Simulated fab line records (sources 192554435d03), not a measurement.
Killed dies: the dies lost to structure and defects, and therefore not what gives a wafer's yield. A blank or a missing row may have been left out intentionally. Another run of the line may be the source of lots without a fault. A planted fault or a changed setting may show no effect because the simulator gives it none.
fab line records	flow n5Finfet
record lots=9	wafers=27	lastDay=18
route steps=1938 shown BEOL_M0@738 BEOL_M1@753 BEOL_M4@1111 PASSIVATION@1936
lots untouched by any fault: they come from a run of this same line in which no faults occurred
startH: the number of hours between the record's first day and the start of the first shown wafer of the lot	waitH: how many hours have passed since the lot's step before this one	" unchanged from the row above	L1.1+2: several wafers, shown together as one row	- no value, or no start given	* or withheld: withheld	< > ~ a bound
route shown NAME@n: NAME is a module with steps in the file, n the number in the route of the first one	usual: mean/standard deviation taken from wafers without a fault	same: alike in all rows	chamber/n: place in a boat	sites: the reading at each site	_std_site: standard deviation of those values	_edge_site: outer sites' mean less inner sites'	radiusMm: how far each site lies from the wafer's centre	mask NAME#n: copy n	behind: tool/chamber where the wafer was last shaped	hold: cause of the lot's hold/its duration in hours/its outcome	device: which transistor (n, p or np) failed to switch	end of line: tests of these same wafers at the route's end	for a step that has no rows: nothing shown but its recipe	killed: dies lost to structure and defects at the first sort, not the wafer's yield	map: per-die view of a wafer (x killed, . not killed, _ where there is no die)
set.NAME: the run value of the setting; set.NAME@STEP: its run value at that earlier step	model.NAME: the simulator's own value behind a step, which no gauge read
steps of the route over a sample of lots; a table a step, a row a wafer
services: the hour from which a tool's chamber was out of use, counted from the record's first day as startH (under 0 if before that day), plus the number of hours and why
## steps
# step N5_BEOL_M0_SPUTTER_134
# recipe material=Cu	targetThkA=40	tempC=-20	chamberPressurePa=0.07	powerW=withheld	timeS=7.37
# usual throttleValvePct=29.6/1.1
lot.wafer	tool	chamber	startH	waitH	throttleValvePct
L942.1	pvdSputter-01	-	127.60	0.0	28.1
L942.2	"	-	"	"	27.7
L942.4	"	-	"	"	30.4
L944.3	pvdSputter-02	-	139.25	0.0	30.3
L944.5	"	-	"	"	29.1
L944.6	"	-	"	"	30.3
L945.1	pvdSputter-01	-	152.04	0.0	30.6
L945.2	"	-	"	"	27.7
L945.6	"	-	"	"	30.6
L953.1	pvdSputter-03	-	204.86	0.0	28.6
L953.3	"	-	"	"	28.8
L953.4	"	-	"	"	30.8
L954.1	pvdSputter-02	-	209.57	0.0	31.3
L954.4	"	-	"	"	30.0
L954.5	"	-	"	"	30.1
L958.2	pvdSputter-02	-	224.43	0.0	31.3
L958.3	"	-	"	"	30.4
L958.4	"	-	"	"	29.6
L957.2	pvdSputter-02	-	224.87	0.0	31.0
L957.3	"	-	"	"	29.6
L957.6	"	-	"	"	30.4
L961.2	pvdSputter-03	-	244.60	0.0	31.0
L961.3	"	-	"	"	28.7
L961.4	"	-	"	"	28.7
L963.1	pvdSputter-03	-	254.68	0.0	31.0
L963.4	"	-	"	"	28.7
L963.5	"	-	"	"	30.7
# step N5_BEOL_M0_ANNEAL_135
# recipe tempC=400	timeS=60	ambient=vacuum
# usual heaterPowerW=830/63
lot.wafer	tool	chamber	startH	waitH	heaterPowerW
L942.1	pvdSputter-01	-	127.68	0.0	799
L942.2	"	-	"	"	834
L942.4	"	-	"	"	891
L944.3	pvdSputter-02	-	139.33	0.0	769
L944.5	"	-	"	"	851
L944.6	"	-	"	"	772
L945.1	pvdSputter-01	-	152.12	0.0	850
L945.2	"	-	"	"	796
L945.6	"	-	"	"	875
L953.1	pvdSputter-03	-	204.94	0.0	865
L953.3	"	-	"	"	792
L953.4	"	-	"	"	986
L954.1	pvdSputter-02	-	209.65	0.0	760
L954.4	"	-	"	"	832
L954.5	"	-	"	"	777
L958.2	pvdSputter-02	-	224.51	0.0	763
L958.3	"	-	"	"	812
L958.4	"	-	"	"	873
L957.2	pvdSputter-02	-	224.95	0.0	756
L957.3	"	-	"	"	904
L957.6	"	-	"	"	778
L961.2	pvdSputter-03	-	244.68	0.0	975
L961.3	"	-	"	"	861
L961.4	"	-	"	"	818
L963.1	pvdSputter-03	-	254.76	0.0	978
L963.4	"	-	"	"	786
L963.5	"	-	"	"	964
# step N5_BEOL_M1_PECVD_72
# recipe material=SiO2	targetThkA=160	tempC=400	precursor=TEOS/O2	pressureTorr=5.5	rfW=450	teosFlowSccm=53.8	gas=O2	flowSccm=3000	timeS=18
# usual heaterPowerW=725/120	showerheadPlenumPTorr=8.81/0.059	showerheadVppV=1308/86	susceptorTempC=400.02/0.22	throttleValvePct=22.4/0.5
lot.wafer	tool	chamber	startH	waitH	heaterPowerW	showerheadPlenumPTorr	showerheadVppV	susceptorTempC	throttleValvePct
L942.1	pecvd-02	1	129.31	0.0	1041	8.80	1253	399.76	21.5
L942.2	"	2	"	"	780	8.88	1265	399.62	22.4
L942.4	"	2	"	"	786	8.88	1254	399.67	22.8
L944.3	pecvd-04	2	141.69	0.1	775	8.74	1342	400.18	22.1
L944.5	"	2	"	"	749	8.75	1322	399.80	22.0
L944.6	"	1	"	"	765	8.79	1400	400.12	22.2
L945.1	pecvd-04	0	153.62	0.0	582	8.84	1145	399.70	21.7
L945.2	"	1	"	"	776	8.79	1398	399.73	21.9
L945.6	"	2	"	"	734	8.76	1344	399.76	22.2
L953.1	pecvd-03	1	210.86	0.0	752	8.83	1311	400.10	23.0
L953.3	"	1	"	"	740	8.84	1308	399.97	22.9
L953.4	"	0	"	"	647	8.92	1337	381.03	22.9
L954.1	pecvd-03	0	213.44	0.0	639	8.91	1334	381.40	22.5
L954.4	"	1	"	"	701	8.80	1315	400.38	22.9
L954.5	"	1	"	"	683	8.81	1297	400.39	22.4
L958.2	pecvd-04	1	225.82	0.0	640	8.81	1419	400.35	21.9
L958.3	"	2	"	"	630	8.76	1300	400.31	22.3
L958.4	"	1	"	"	672	8.79	1413	400.06	22.3
L957.2	pecvd-04	1	226.23	0.0	729	8.79	1392	400.09	22.1
L957.3	"	2	"	"	721	8.73	1342	400.54	22.3
L957.6	"	2	"	"	732	8.75	1317	400.18	22.1
L961.2	pecvd-02	1	245.94	0.0	1010	8.79	1253	400.10	21.5
L961.3	"	2	"	"	706	8.84	1237	400.18	22.9
L961.4	"	0	"	"	941	8.77	1444	399.86	23.4
L963.1	pecvd-04	1	256.01	0.0	721	8.79	1426	400.34	22.0
L963.4	"	0	"	"	578	8.82	1148	400.02	22.0
L963.5	"	1	"	"	753	8.78	1421	400.16	22.1
# step N5_BEOL_M1_INSPECT_13
# recipe mode=adi	inspectInstrument=brightfield
# usual rawDefectCount=388/87
lot.wafer	tool	chamber	startH	waitH	rawDefectCount
L942.1	defectInspect-02	-	130.92	0.1	477
L942.2	"	-	"	"	526
L942.4	"	-	"	"	560
L944.3	defectInspect-01	-	143.49	0.0	273
L944.5	"	-	"	"	350
L944.6	"	-	"	"	293
L945.1	defectInspect-01	-	155.27	0.1	395
L945.2	"	-	"	"	379
L945.6	"	-	"	"	429
L953.1	defectInspect-02	-	212.00	0.1	528
L953.3	"	-	"	"	407
L953.4	"	-	"	"	486
L954.1	defectInspect-01	-	214.11	0.1	507
L954.4	"	-	"	"	422
L954.5	"	-	"	"	400
L958.2	defectInspect-01	-	226.58	0.0	383
L958.3	"	-	"	"	344
L958.4	"	-	"	"	513
L957.2	defectInspect-01	-	226.94	0.0	372
L957.3	"	-	"	"	343
L957.6	"	-	"	"	417
L961.2	defectInspect-01	-	247.41	0.0	302
L961.3	"	-	"	"	348
L961.4	"	-	"	"	298
L963.1	defectInspect-02	-	258.43	0.1	324
L963.4	"	-	"	"	380
L963.5	"	-	"	"	293
# step N5_BEOL_M1_CMP_52
# recipe stopOn=SiOC	tOverpolishS=6.8	downForcePsi=1	platenRpm=50	clearingPlatenDownForcePsi=1.5	clearingPlatenRpm=50	postCmpClean=cuAlkaline	targetThkNm=40	clearingPlatenPadVelocityMS=0.99484	padVelocityMS=0.99484
# usual barrierFieldEndpointS=24.4/0.57	motorCurrentA=6.0/0.66	platenRpm=50.00/0.032
lot.wafer	tool	chamber	startH	waitH	barrierFieldEndpointS	motorCurrentA	platenRpm
L942.4	cmp-03	0	137.52	0.2	24.0	6.6	50.01
L942.2	"	2	"	"	23.4	7.5	50.03
L942.1	"	3	"	"	24.6	4.7	50.08
L944.3	cmp-04	0	154.28	0.2	24.1	6.5	50.01
L944.5	"	3	"	"	24.0	6.1	49.95
L944.6	"	0	"	"	24.7	6.8	50.02
L945.2	cmp-03	0	164.92	0.2	23.4	6.6	50.00
L945.1	"	1	"	"	24.4	5.7	49.96
L945.6	"	0	"	"	24.5	6.2	49.98
L953.4	cmp-01	2	219.80	0.1	26.9	6.4	50.05
L953.1	"	3	"	"	24.6	6.8	50.02
L953.3	"	1	"	"	23.9	6.1	50.01
L954.4	cmp-04	1	221.17	0.2	25.2	5.5	50.01
L954.1	"	2	"	"	27.7	6.0	49.98
L954.5	"	0	"	"	24.4	6.7	49.98
L957.3	cmp-04	2	239.71	0.2	24.3	6.0	49.99
L957.2	"	0	"	"	24.4	7.1	49.97
L957.6	"	2	"	"	25.3	5.9	50.02
L958.3	cmp-01	1	240.52	0.2	23.9	5.8	50.01
L958.2	"	2	"	"	22.9	6.5	49.95
L958.4	"	3	"	"	24.1	6.5	49.95
L961.2	cmp-01	1	254.85	0.2	23.9	5.9	50.00
L961.4	"	2	"	"	23.8	6.7	50.03
L961.3	"	3	"	"	23.9	6.3	49.98
L963.4	cmp-03	2	271.52	0.2	23.8	7.0	49.98
L963.1	"	0	"	"	25.0	6.9	50.06
L963.5	"	1	"	"	25.2	5.5	50.01
# step N5_BEOL_M4_RC_MEAS_101
# usual DIBL_N=35.8/1.8	DIBL_P=35.9/2.2	IOFF_N=0.16/0.035	IOFF_P=0.21/0.04	ION_N=672/11	ION_P=461/7.4	SS_N=71.4/0.64	SS_P=73.2/0.67	VT_N=250/3.5	VT_P=-251/3.4
lot.wafer	tool	chamber	startH	waitH	DIBL_N[mV/V]	DIBL_P[mV/V]	IOFF_N[nA/um]	IOFF_P[nA/um]	ION_N[uA/um]	ION_P[uA/um]	SS_N[mV/dec]	SS_P[mV/dec]	VT_N[mV]	VT_P[mV]
L942.1	prober-02	0	165.77	0.2	34.2	32.9	0.12	0.17	664	451	71.0	72.0	254	-254
L942.2	"	0	"	"	33.8	34.0	0.12	0.18	671	462	71.3	71.9	257	-255
L942.4	"	0	"	"	34.3	33.8	0.13	0.18	673	452	70.8	73.0	253	-252
L944.3	prober-02	0	188.64	0.3	37.6	39.3	0.21	0.27	679	467	72.1	73.9	247	-246
L944.5	"	0	"	"	34.5	35.6	0.15	0.21	670	459	71.0	72.9	250	-247
L944.6	"	0	"	"	35.5	37.1	0.17	0.24	676	473	71.4	73.0	251	-248
L945.1	prober-01	0	200.51	0.0	35.9	37.2	0.16	0.21	671	464	72.0	73.4	250	-250
L945.2	"	0	"	"	35.0	35.8	0.14	0.20	669	459	71.6	72.8	252	-254
L945.6	"	0	"	"	36.8	37.1	0.17	0.21	675	464	71.9	73.3	250	-249
L953.1	prober-02	0	256.39	0.0	35.2	34.5	0.14	0.18	667	459	70.5	72.1	252	-250
L953.3	"	0	"	"	37.3	37.3	0.16	0.22	684	467	71.4	72.6	250	-250
L953.4	"	0	"	"	37.5	38.5	0.18	0.25	682	465	71.2	73.1	246	-249
L954.1	prober-02	0	259.85	0.0	34.3	34.6	0.13	0.21	658	462	71.3	73.0	253	-249
L954.4	"	0	"	"	37.1	38.2	0.19	0.28	664	464	71.2	73.7	247	-246
L954.5	"	0	"	"	35.0	35.8	0.15	0.23	669	470	70.5	72.3	249	-246
L957.2	prober-01	0	273.52	0.2	37.6	37.8	0.17	0.19	671	444	72.1	73.8	251	-257
L957.3	"	0	"	"	36.7	36.8	0.15	0.17	668	446	72.0	73.5	252	-256
L957.6	"	0	"	"	35.9	36.1	0.14	0.17	660	448	71.8	73.5	253	-256
L958.2	prober-01	0	280.65	0.2	37.3	36.3	0.18	0.21	672	458	72.0	73.2	248	-251
L958.3	"	0	"	"	37.0	35.8	0.16	0.20	682	464	70.6	73.4	249	-251
L958.4	"	0	"	"	32.9	31.6	0.11	0.15	661	456	70.9	72.5	252	-256
L961.2	prober-01	0	287.94	0.2	37.1	37.8	0.17	0.21	679	458	72.1	74.1	246	-251
L961.3	"	0	"	"	36.5	36.8	0.15	0.20	674	468	71.4	73.9	251	-255
L961.4	"	0	"	"	33.7	32.5	0.11	0.15	660	454	70.9	72.8	255	-255
L963.1	prober-02	0	311.74	0.0	34.4	33.0	0.11	0.17	659	459	70.6	72.5	255	-251
L963.4	"	0	"	"	35.2	34.1	0.12	0.18	658	459	71.7	72.9	255	-253
L963.5	"	0	"	"	32.4	30.8	0.09	0.14	653	453	70.3	71.6	257	-255
# step N5_PASSIVATION_PROBE_49
# usual defectLimitedYield=91.0/1.5	killed_at_M0_to_M3=34/9.1	killed_at_M4_up=14/5.7	killedAtContacts=13/5.7	killedAtFrontEnd=42/12	killedAtOther=4/3.4	killedDies=106/17	killedOpen=70/13	killedShort=34/7.5	sort_bin_5_function=5.2/0.94	sort_bin_6_memory=3.4/0.69	sortNPass=1074/17	sortYieldPct=91.0/1.5
# same grossDies=1180	killedAtBackSide=0	sort_bin_4_leakage[%]=0	sort_bin_8_speed[%]=0
lot.wafer	tool	chamber	startH	waitH	defectLimitedYield[%]	killed_at_M0_to_M3	killed_at_M4_up	killedAtContacts	killedAtFrontEnd	killedAtOther	killedDies	killedOpen	killedShort	sort_bin_5_function[%]	sort_bin_6_memory[%]	sortNPass	sortYieldPct[%]
L942.1	prober-02	-	270.10	0.0	89.5	34	18	19	52	1	124	85	39	6.1	4.2	1056	89.5
L942.2	prober-02	-	270.15	0.1	92.3	34	13	2	40	2	91	54	35	4.7	2.5	1089	92.3
L942.4	prober-02	-	270.25	0.2	89.2	50	14	15	46	2	127	86	41	5.3	4.9	1053	89.2
# killed by level:class
L942.1 BEOL_M4:geometricParticle:open=15 MOL_CONTACT_COAG:geometricParticle:open=15 STI_FIN_REVEAL:geometricParticle:open=11 FIN_SAQP:geometricParticle:short=10 FIN_SAQP:geometricParticle:open=9 BEOL_M0_SAQP:geometricParticle:open=7 BEOL_M2:geometricParticle:open=7 STARTING-WAFER:geometricParticle:short=5
L942.2 GATE_CUT:geometricParticle:short=9 STI_FIN_REVEAL:geometricParticle:open=8 FIN_SAQP:geometricParticle:open=7 FIN_SAQP:geometricParticle:short=7 BEOL_M0_SAQP:geometricParticle:short=7 BEOL_M0_SAQP:geometricParticle:open=7 BEOL_M1:geometricParticle:open=7 BEOL_M2:geometricParticle:open=5
L942.4 MOL_CONTACT_COAG:geometricParticle:open=12 BEOL_M1:geometricParticle:open=12 STI_FIN_REVEAL:geometricParticle:open=11 BEOL_M0_SAQP:geometricParticle:short=9 BEOL_M0_SAQP:geometricParticle:open=9 BEOL_M3:geometricParticle:open=8 BEOL_M4:geometricParticle:open=6 FIN_SAQP:geometricParticle:open=5
## services
tool	chamber	startH	hours	kind
cmp-03	-	119.06	4.5	repair
pecvd-04	-	122.22	2.8	pm
cmp-04	-	122.84	4.0	pm
cmp-04	-	126.84	-	consumableReplace:conditioner
cmp-04	-	126.84	-	consumableReplace:pad
cmp-03	-	129.43	6.3	repair
pecvd-04	0	138.59	10.1	repair
cmp-04	-	155.45	0.7	repair
pecvd-02	-	172.67	1.9	repair
cmp-01	-	173.70	4.0	pm
cmp-01	-	177.70	-	consumableReplace:conditioner
cmp-01	-	177.70	-	consumableReplace:pad
cmp-04	-	181.53	0.9	repair
cmp-01	-	190.44	1.3	repair
cmp-04	-	197.17	5.3	pm
cmp-03	-	204.80	1.4	repair
pecvd-02	-	217.46	14.6	pm
cmp-04	-	219.11	0.3	repair
pecvd-04	1	220.31	5.5	scheduledDown
cmp-04	-	241.20	14.3	repair
cmp-01	-	255.04	5.6	pm
cmp-04	-	255.52	7.6	pm
pecvd-03	-	261.81	1.5	repair
cmp-01	-	262.95	15.5	pm
## key
firstSign step=N5_BEOL_M1_PECVD_72	reading=susceptorTempC	direction=down	sigmas=86	usual=*	struck=*
effect step=N5_BEOL_M1_CMP_52	reading=barrierFieldEndpointS	direction=up	sigmas=5.1	usual=24.4	struck=27.3
metAt N5_BEOL_M1_PECVD_72
struckLots L953,L954
struckWafers L953.4,L954.1
notActingAt N5_BEOL_M0_SPUTTER_134,N5_BEOL_M0_ANNEAL_135,N5_BEOL_M1_INSPECT_13
fault kind=processParameterDrift	tool=pecvd-03	chamber=0	onsetH=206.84	steps=N5_BEOL_M1_PECVD_72	channel=tempC	offset=*	shape=step	endH=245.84	actsIn=*	stated=*
